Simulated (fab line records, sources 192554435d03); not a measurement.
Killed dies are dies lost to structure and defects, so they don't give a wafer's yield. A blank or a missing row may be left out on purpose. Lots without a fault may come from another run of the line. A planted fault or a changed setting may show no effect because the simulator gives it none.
fab line records | flow n5_finfet
record lots=6 wafers=17 last_day=16
route steps=1938 shown BEOL_M11@1578 PASSIVATION@1936
lots that met no fault: from a run of the same line without faults
start_h: hours from the record's first day to the start of the lot's first wafer shown | wait_h: hours since the lot's step before | " the same as in the row above | L1.1+2: a row that stands for several wafers | - no value, or no start given | * or withheld: withheld | < > ~ a bound
route shown NAME@n: a module of which the file shows steps, and the number in the route of the first | usual: mean/standard deviation of fault-free wafers | same: alike in all rows | chamber/n: place in a boat | sites: the reading at each site | _std_site: their standard deviation | _edge_site: outer sites' mean less inner sites' | radius_mm: how far each site lies from the wafer's centre | mask NAME#n: copy n | behind: the tool/chamber that last shaped the wafer | hold: why the lot was held/for how many hours/how that ended | device: the transistor (n, p or np) that didn't switch | end of line: the same wafers' tests at the end of the route | a step without rows: its recipe alone | killed: dies lost to structure and defects at the first sort, not the wafer's yield | map: a wafer's dies, x killed, . not, _ none there
set.NAME: the setting as run; set.NAME@STEP: as run at that earlier step | model.NAME: the simulator's own value behind a step, which no gauge read
lots at some steps of the route; a table a step, a row a wafer
services: from which hour (start_h, from the record's first day; less than 0 if before it) a tool's chamber was out of use, for how many hours, and why
## steps
# step N5_BEOL_M11_TRENCH_ETCH_37
# recipe chemistry=C4F6/O2 target_depth_a=1488.3 target=SiCOH_lowk time_s=48 ion_energy_ev=250 pressure_mtorr=30 source_w=345 bias_w=185 Ar_flow_sccm=300 C4F6_flow_sccm=10 O2_flow_sccm=10
# usual drypump_motor_current_A=5.6/0.44 oes_product_au=0.82/0.087 rf_vpp_V=664/14 showerhead_plenum_p_Torr=2.81/0.094 throttle_valve_pct=20.77/0.18
# columns lot.wafer tool chamber start_h wait_h drypump_motor_current_A oes_product_au rf_hours_counter_h rf_vpp_V showerhead_plenum_p_Torr throttle_valve_pct
L533.1 rie_diel-03 1 - - 6.3 0.97 0 674 2.92 21.03
L533.3 " 3 " " 5.7 0.66 255 645 2.81 21.11
L533.4 " 1 " " 6.3 0.96 - 676 2.92 21.05
L535.2 rie_diel-01 2 - - 5.2 0.77 151 670 2.74 20.85
L535.4 " 1 " " 5.7 0.83 - 645 2.78 20.72
L535.6 " 3 " " 5.6 0.74 - 679 2.96 20.82
L537.2 rie_diel-03 1 - - 6.3 0.94 7 674 2.92 21.05
L537.3 " 2 " " 5.0 0.90 29 692 2.88 20.50
L537.4 " 2 " " 5.0 0.91 - 692 2.88 20.50
L543.4 rie_diel-04 3 - - 5.2 0.68 237 652 2.71 20.89
L543.6 " 2 " " 6.2 0.83 - 671 2.90 20.64
L548.2 rie_diel-01 2 - - 5.2 0.75 180 671 2.73 20.88
L548.3 " 1 " " 5.7 0.80 117 647 2.77 20.76
L548.5 " 1 " " 5.7 0.81 - 646 2.77 20.76
L553.2 rie_diel-04 0 - - 5.8 0.91 25 662 2.77 20.80
L553.3 " 2 " " 6.2 0.81 100 671 2.89 20.64
L553.6 " 1 " " 5.7 0.72 - 651 2.60 20.75
# step N5_BEOL_M11_ETCH_41
# recipe chemistry=CH3F/O2 target=SiCN target_depth_a=426 taper_deg=2 time_s=86 ion_energy_ev=120 mask_material=TiN pressure_mtorr=30 source_w=395 bias_w=75 Ar_flow_sccm=150 CH3F_flow_sccm=30 O2_flow_sccm=20
# usual drypump_motor_current_A=5.6/0.44 oes_product_au=0.82/0.087 rf_vpp_V=296.8/1.6 showerhead_plenum_p_Torr=1.98/0.069 throttle_valve_pct=16.15/0.18
# columns lot.wafer tool chamber start_h wait_h drypump_motor_current_A oes_product_au rf_hours_counter_h rf_vpp_V showerhead_plenum_p_Torr throttle_valve_pct
L533.1 rie_diel-03 1 - - 6.3 0.97 0 299.0 2.05 16.32
L533.3 " 3 " " 5.7 0.67 255 296.0 1.98 16.55
L533.4 " 1 " " 6.3 0.98 - 298.5 2.05 16.31
L535.2 rie_diel-01 2 - - 5.2 0.77 151 295.3 1.92 16.25
L535.4 " 1 " " 5.8 0.82 - 297.2 1.95 16.10
L535.6 " 3 " " 5.6 0.74 - 298.8 2.09 16.23
L537.2 rie_diel-03 1 - - 6.3 0.95 7 298.1 2.05 16.35
L537.3 " 2 " " 5.0 0.90 29 297.7 2.02 15.92
L537.4 " 2 " " 5.0 0.90 - 296.3 2.02 15.92
L543.4 rie_diel-04 3 - - 5.2 0.68 237 295.7 1.90 16.33
L543.6 " 2 " " 6.2 0.83 - 296.3 2.04 15.95
L548.2 rie_diel-01 2 - - 5.2 0.74 180 296.7 1.91 16.32
L548.3 " 1 " " 5.8 0.81 117 294.5 1.94 16.17
L548.5 " 1 " " 5.8 0.81 - 295.1 1.94 16.15
L553.2 rie_diel-04 0 - - 5.7 0.91 26 297.5 1.94 16.19
L553.3 " 2 " " 6.2 0.81 100 299.2 2.03 15.99
L553.6 " 1 " " 5.7 0.72 - 295.0 1.82 16.19
# step N5_BEOL_M11_STRIP_77
# recipe chemistry=N2/H2 time_s=10 power_w=450 temp_c=40 pressure_mtorr=20 rf_frequency_hz=6e+07 bias_power_w=7 n2_flow_sccm=200 h2_flow_sccm=200
# step N5_BEOL_M11_OCD_MEAS_38
# usual trench_depth_nm=149/3
# columns lot.wafer tool chamber start_h wait_h trench_depth_nm
L533.1 ocd-02 - 235.28 - 151
L533.3 " - " " 147
L533.4 " - " " 151
L535.2 ocd-01 - 237.56 - 147
L535.4 " - " " 148
L535.6 " - " " 146
L537.2 ocd-01 - 249.17 - 155
L537.3 " - " " 154
L537.4 " - " " 153
L543.4 ocd-02 - 286.96 - 148
L543.6 " - " " 149
L548.2 ocd-02 - 323.26 - 149
L548.3 " - " " 148
L548.5 " - " " 150
L553.2 ocd-02 - 347.40 - 155
L553.3 " - " " 148
L553.6 " - " " 148
# step N5_BEOL_M11_HM_STRIP_39
# recipe chemistry=peroxide_tin_strip material=TiN target_depth_a=250 temp_c=50 time_s=158
# step N5_BEOL_M11_SRD_40
# recipe time_s=30 temp_c=23 rinse_liquid=diw dry=ipa_marangoni
# step N5_BEOL_M11_PRECLEAN_42
# recipe chemistry=residue_remover time_s=60 temp_c=40
# step N5_BEOL_M11_SRD_43
# recipe time_s=30 temp_c=23 rinse_liquid=diw dry=ipa_marangoni
# step N5_BEOL_M11_CD_MEAS_35
# recipe target_cd_nm=70 polarity=opening
# usual cd_nm=69.9/0.59
# columns lot.wafer tool chamber start_h wait_h cd_nm
L533.1 cd_sem-03 - 235.44 0.0 70.1
L533.3 " - " " 69.8
L533.4 " - " " 69.8
L535.2 cd_sem-01 - 237.71 0.0 68.9
L535.4 " - " " 70.1
L535.6 " - " " 68.5
L537.2 cd_sem-02 - 249.32 0.0 70.1
L537.3 " - " " 69.8
L537.4 " - " " 70.2
L543.4 cd_sem-03 - 287.11 0.0 69.5
L543.6 " - " " 70.9
L548.2 cd_sem-02 - 323.42 0.0 70.2
L548.3 " - " " 69.5
L548.5 " - " " 69.5
L553.2 cd_sem-01 - 347.56 0.0 68.8
L553.3 " - " " 70.0
L553.6 " - " " 69.5
# step N5_BEOL_M11_CURE_72
# recipe temp_c=370 time_s=120 ambient=DMADMS/He material=SiCOH_lowk
# step N5_BEOL_M11_DEGAS_44
# recipe ambient=vacuum temp_c=250 time_s=60
# usual heater_power_w=348/16 susceptor_temp_C=250.00/0.17
# columns lot.wafer tool chamber start_h wait_h heater_power_w susceptor_temp_C
L533.1 pvd_sputter-01 - 235.93 0.4 336 249.95
L533.3 " - " " 337 250.28
L533.4 " - " " 379 249.87
L535.2 pvd_sputter-02 - 238.66 0.7 328 249.88
L535.4 " - " " 365 249.67
L535.6 " - " " 349 249.85
L537.2 pvd_sputter-03 - 249.71 0.2 356 249.96
L537.3 " - " " 336 249.91
L537.4 " - " " 380 250.04
L543.4 pvd_sputter-01 - 288.33 1.0 330 249.96
L543.6 " - " " 330 249.68
L548.2 pvd_sputter-01 - 323.84 0.3 368 250.13
L548.3 " - " " 339 249.94
L548.5 " - " " 331 250.01
L553.2 pvd_sputter-03 - 348.29 0.6 325 249.90
L553.3 " - " " 353 249.85
L553.6 " - " " 341 249.90
# step N5_BEOL_M11_PRE_CLEAN_45
# recipe gas=H2/He time_s=30 temp_c=250
# usual heater_power_w=347/16 susceptor_temp_C=250.02/0.18
# columns lot.wafer tool chamber start_h wait_h heater_power_w susceptor_temp_C
L533.1 pvd_sputter-01 - 235.97 0.0 331 249.97
L533.3 " - " " 336 250.18
L533.4 " - " " 387 250.19
L535.2 pvd_sputter-02 - 238.70 0.0 331 249.98
L535.4 " - " " 361 250.29
L535.6 " - " " 354 250.23
L537.2 pvd_sputter-03 - 249.75 0.0 350 249.98
L537.3 " - " " 335 250.51
L537.4 " - " " 372 250.12
L543.4 pvd_sputter-01 - 288.37 0.0 344 249.99
L543.6 " - " " 328 250.10
L548.2 pvd_sputter-01 - 323.88 0.0 380 250.05
L548.3 " - " " 335 249.90
L548.5 " - " " 334 250.13
L553.2 pvd_sputter-03 - 348.33 0.0 329 250.07
L553.3 " - " " 360 250.22
L553.6 " - " " 314 249.93
# step N5_BEOL_M11_ALD_74
# recipe material=TaN target_thk_a=20 temp_c=275 ald_precursor_family=PDMAT ald_co_reactant=NH3 pressure_torr=3 carrier_flow_sccm=1500 pulse_time_s=2 purge_time_s=3 co_reactant_purge_time_s=2 co_reactant_pulse_time_s=3 ald_cycles=40 precursor_vessel_temp_c=75 precursor_vessel_pressure_torr=26.25 precursor_vessel_carrier_sccm=1000
# usual ald_cycles=40/0 heater_power_w=427/59 susceptor_temp_C=275.01/0.16
# columns lot.wafer tool chamber start_h wait_h ald_cycles heater_power_w susceptor_temp_C
L533.1 ald_metal-03 0 236.03 0.0 40 395 274.98
L533.3 " 2 " " 40 392 274.93
L533.4 " 1 " " 40 406 275.30
L535.2 ald_metal-01 0 238.77 0.0 40 329 274.95
L535.4 " 3 " " 40 456 275.13
L535.6 " 0 " " 40 334 275.18
L537.2 ald_metal-01 1 249.81 0.0 40 539 275.06
L537.3 " 2 " " 37 415 -
L537.4 " 0 " " 40 334 275.03
L543.4 ald_metal-01 3 288.43 0.0 40 453 274.95
L543.6 " 1 " " 37 534 -
L548.2 ald_metal-02 3 323.96 0.1 40 406 275.21
L548.3 " 1 " " 40 355 275.09
L548.5 " 2 " " 40 451 274.69
L553.2 ald_metal-03 1 348.39 0.0 40 416 275.15
L553.3 " 0 " " 40 412 275.05
L553.6 " 1 " " 40 404 275.10
# step N5_BEOL_M11_SURFACE_TREAT_76
# recipe gas=Ar time_s=* ion_energy_ev=* ion_current_ma_cm2=0.5 pressure_mtorr=* ar_flow_sccm=30
# usual throttle_valve_pct=*
# columns lot.wafer tool chamber start_h wait_h throttle_valve_pct
L533.1 pvd_sputter-03 - 236.35 0.2 *
L533.3 " - " " *
L533.4 " - " " *
L535.2 pvd_sputter-02 - 239.12 0.2 *
L535.4 " - " " *
L535.6 " - " " *
L537.2 pvd_sputter-03 - 250.17 0.2 *
L537.3 " - " " *
L537.4 " - " " *
L543.4 pvd_sputter-02 - 288.77 0.2 *
L543.6 " - " " *
L548.2 pvd_sputter-01 - 324.52 0.4 *
L548.3 " - " " *
L548.5 " - " " *
L553.2 pvd_sputter-01 - 348.90 0.4 *
L553.3 " - " " *
L553.6 " - " " *
# step N5_PASSIVATION_PROBE_49
# usual defect_limited_yield=91.2/1.6 killed_at_M0_to_M3=34/11 killed_at_M4_up=14/5.7 killed_at_contacts=14/6.6 killed_at_front_end=37/10 killed_at_other=4/3.2 killed_dies=104/19 killed_open=69/13 killed_short=33/8.7 sort_bin_5_function=5.1/1 sort_bin_6_memory=3.3/0.76 sort_n_pass=1076/19 sort_yield_pct=91.2/1.6
# same gross_dies=1180 killed_at_back_side=0 sort_bin_4_leakage[%]=0 sort_bin_8_speed[%]=0
# columns lot.wafer tool chamber start_h wait_h defect_limited_yield[%] killed_at_M0_to_M3 killed_at_M4_up killed_at_contacts killed_at_front_end killed_at_other killed_dies killed_open killed_short sort_bin_5_function[%] sort_bin_6_memory[%] sort_n_pass sort_yield_pct[%]
L533.1 prober-02 - 273.78 0.0 89.2 39 11 17 55 6 128 80 48 6.3 4.2 1052 89.2
L533.3 prober-02 - 273.88 0.1 90.0 39 18 16 43 2 118 85 31 5.5 4.2 1062 90.0
L533.4 prober-02 - 273.93 0.2 91.3 40 15 13 32 3 103 68 33 4.9 3.5 1077 91.3
L537.2 prober-02 - 291.58 0.1 93.6 30 14 8 22 1 75 50 24 3.8 2.5 1105 93.6
L537.3 prober-02 - 291.63 0.1 92.6 29 14 19 23 2 87 62 25 4.4 2.5 1093 92.6
L537.4 prober-02 - 291.68 0.2 93.6 28 4 10 32 2 76 49 27 3.9 2.4 1104 93.6
L543.4 prober-01 - 326.42 0.2 88.1 36 19 14 58 14 141 94 45 6.7 5.3 1039 88.1
L543.6 prober-01 - 326.52 0.3 90.4 37 12 17 41 6 113 71 42 5.4 3.6 1067 90.4
L548.2 prober-01 - 366.15 0.1 94.3 21 3 7 34 2 67 43 23 2.9 2.3 1113 94.3
L548.3 prober-01 - 366.20 0.1 92.0 30 8 15 39 2 94 67 27 4.6 3.1 1086 92.0
L548.5 prober-01 - 366.30 0.2 92.4 32 7 11 36 4 90 63 26 4.5 3.1 1090 92.4
L553.2 prober-02 - 390.75 0.1 92.3 16 19 17 34 5 91 65 25 4.0 3.6 1089 92.3
L553.3 prober-02 - 390.80 0.1 94.1 17 14 10 22 7 70 52 18 3.1 2.6 1110 94.1
L553.6 prober-02 - 390.95 0.3 93.0 20 19 11 33 0 83 56 27 5.1 1.5 1097 93.0
# killed by level:class
L533.1 STI_FIN_REVEAL:geometric_particle:open=15 MOL_CONTACT_COAG:geometric_particle:open=15 FIN_SAQP:geometric_particle:short=12 FIN_SAQP:geometric_particle:open=9 BEOL_M0_SAQP:geometric_particle:open=9 BEOL_M0_SAQP:geometric_particle:short=9 BEOL_M2:geometric_particle:open=7 STI_FIN_REVEAL:geometric_particle:short=4
L533.3 FIN_SAQP:geometric_particle:open=12 MOL_CONTACT_COAG:geometric_particle:open=12 BEOL_M1:geometric_particle:open=9 BEOL_M2:geometric_particle:open=9 BEOL_M0_SAQP:geometric_particle:open=7 STI_FIN_REVEAL:geometric_particle:open=6 DUMMY_GATE:geometric_particle:open=5 GATE_CUT:geometric_particle:short=4
L533.4 MOL_CONTACT_COAG:geometric_particle:open=11 BEOL_M0_SAQP:geometric_particle:short=11 BEOL_M2:geometric_particle:open=10 FIN_SAQP:geometric_particle:short=9 FIN_SAQP:geometric_particle:open=9 BEOL_M4:geometric_particle:open=8 BEOL_M0_SAQP:geometric_particle:open=6 STI_FIN_REVEAL:geometric_particle:open=4
L537.2 MOL_CONTACT_COAG:geometric_particle:open=6 BEOL_M0_SAQP:geometric_particle:open=6 BEOL_M2:geometric_particle:open=6 BEOL_M1:geometric_particle:open=5 STARTING-WAFER:geometric_particle:open=5 GATE_CUT:geometric_particle:short=4 BEOL_M0_SAQP:geometric_particle:short=4 BEOL_M3:geometric_particle:open=4
L537.3 MOL_CONTACT_COAG:geometric_particle:open=19 BEOL_M0_SAQP:geometric_particle:short=9 STI_FIN_REVEAL:geometric_particle:open=6 BEOL_M3:geometric_particle:open=6 BEOL_M0:geometric_particle:open=5 FIN_SAQP:geometric_particle:short=4 BEOL_M4:geometric_particle:open=4 FIN_SAQP:geometric_particle:open=3
L537.4 STI_FIN_REVEAL:geometric_particle:open=8 MOL_CONTACT_COAG:geometric_particle:open=8 BEOL_M1:geometric_particle:open=8 FIN_SAQP:geometric_particle:short=6 BEOL_M0_SAQP:geometric_particle:short=5 BEOL_M0:geometric_particle:open=5 GATE_CUT:geometric_particle:short=4 BEOL_M0:geometric_particle:short=4
L543.4 FIN_SAQP:geometric_particle:open=16 BEOL_M2:geometric_particle:open=14 GATE_CUT:geometric_particle:short=12 MOL_CONTACT_COAG:geometric_particle:open=12 BEOL_M0_SAQP:geometric_particle:open=8 BEOL_M0_SAQP:geometric_particle:short=8 BEOL_M4:geometric_particle:open=8 PAD_METAL:geometric_particle:open=7
L543.6 BEOL_M2:geometric_particle:open=13 MOL_CONTACT_COAG:geometric_particle:open=13 FIN_SAQP:geometric_particle:open=9 FIN_SAQP:geometric_particle:short=7 BEOL_M0_SAQP:geometric_particle:short=7 GATE_CUT:geometric_particle:short=6 BEOL_M4:geometric_particle:open=5 BEOL_M4:geometric_particle:short=5
L548.2 FIN_SAQP:geometric_particle:short=7 STI_FIN_REVEAL:geometric_particle:open=7 BEOL_M0_SAQP:geometric_particle:short=7 BEOL_M0_SAQP:geometric_particle:open=6 FIN_SAQP:geometric_particle:open=5 MOL_CONTACT_COAG:geometric_particle:open=5 DUMMY_GATE:geometric_particle:open=3 GATE_CUT:geometric_particle:open=3
L548.3 MOL_CONTACT_COAG:geometric_particle:open=11 STI_FIN_REVEAL:geometric_particle:open=10 BEOL_M1:geometric_particle:open=7 BEOL_M0_SAQP:geometric_particle:open=7 BEOL_M0_SAQP:geometric_particle:short=6 BEOL_M2:geometric_particle:open=6 FIN_SAQP:geometric_particle:open=5 MOL_CONTACT_COAG:geometric_particle:short=4
L548.5 MOL_CONTACT_COAG:geometric_particle:open=10 BEOL_M3:geometric_particle:open=9 FIN_SAQP:geometric_particle:open=7 BEOL_M1:geometric_particle:open=6 STI_FIN_REVEAL:geometric_particle:open=5 ILD0:geometric_particle:open=5 BEOL_M1:geometric_particle:short=5 STARTING-WAFER:geometric_particle:short=4
L553.2 MOL_CONTACT_COAG:geometric_particle:open=14 BEOL_M4:geometric_particle:open=14 STI_FIN_REVEAL:geometric_particle:open=10 BEOL_M2:geometric_particle:open=5 FIN_SAQP:geometric_particle:short=4 FIN_SAQP:geometric_particle:open=4 STI_FIN_REVEAL:geometric_particle:short=4 DUMMY_GATE:geometric_particle:open=3
L553.3 MOL_CONTACT_COAG:geometric_particle:open=6 BEOL_M1:geometric_particle:open=6 BEOL_M4:geometric_particle:open=5 FIN_SAQP:geometric_particle:open=4 STI_FIN_REVEAL:geometric_particle:open=4 MOL_CONTACT_COAG:geometric_particle:short=4 BEOL_M2:geometric_particle:open=4 BEOL_M7:geometric_particle:open=4
L553.6 FIN_SAQP:geometric_particle:open=11 BEOL_M4:geometric_particle:open=9 MOL_CONTACT_COAG:geometric_particle:open=8 BEOL_M1:geometric_particle:open=6 FIN_SAQP:geometric_particle:short=5 BEOL_M1:geometric_particle:short=5 STI_FIN_REVEAL:geometric_particle:open=3 GATE_CUT:geometric_particle:short=3
## services
# columns tool chamber start_h hours kind
ald_metal-01 0 213.13 14.7 repair
rie_diel-03 1 213.86 - clean
rie_diel-03 1 213.86 - consumable_replace:focus_ring
rie_diel-03 1 213.86 20.2 scheduled_down
rie_diel-03 1 213.86 20.2 vent_cycle
ald_metal-02 3 213.92 3.1 repair
rie_diel-01 1 218.33 2.2 repair
rie_diel-03 0 234.11 - clean
rie_diel-03 0 234.11 - consumable_replace:focus_ring
rie_diel-03 0 234.11 26.9 scheduled_down
rie_diel-03 0 234.11 26.9 vent_cycle
rie_diel-04 - 237.68 2.8 pm
rie_diel-01 0 254.85 1.3 repair
ald_metal-01 - 256.01 8.7 pm
rie_diel-03 3 261.00 - clean
rie_diel-03 3 261.00 - consumable_replace:focus_ring
rie_diel-01 0 269.55 3.6 repair
rie_diel-04 - 288.48 2.1 repair
rie_diel-01 1 305.80 8.6 repair
pvd_sputter-03 - 309.90 0.8 repair
pvd_sputter-01 - 335.20 1.6 repair
ald_metal-03 - 335.62 8.7 pm
rie_diel-03 1 336.61 1.6 repair
ald_metal-03 2 345.14 10.6 repair
## key
first_sign step=N5_BEOL_M11_ALD_74 reading=ald_cycles direction=down sigmas=99+ usual=* struck=*
effect none on later readings
met_at N5_BEOL_M11_ALD_74
struck_wafers L537.3,L543.6
onset_between 238.77 249.81
fault kind=process_parameter_drift tool=ald_metal-01 chamber=- onset_h=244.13 steps=N5_BEOL_M11_ALD_74 channel=ald_cycles offset=* shape=step end_h=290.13 scope=struck_wafers_only acts_in=* stated=*
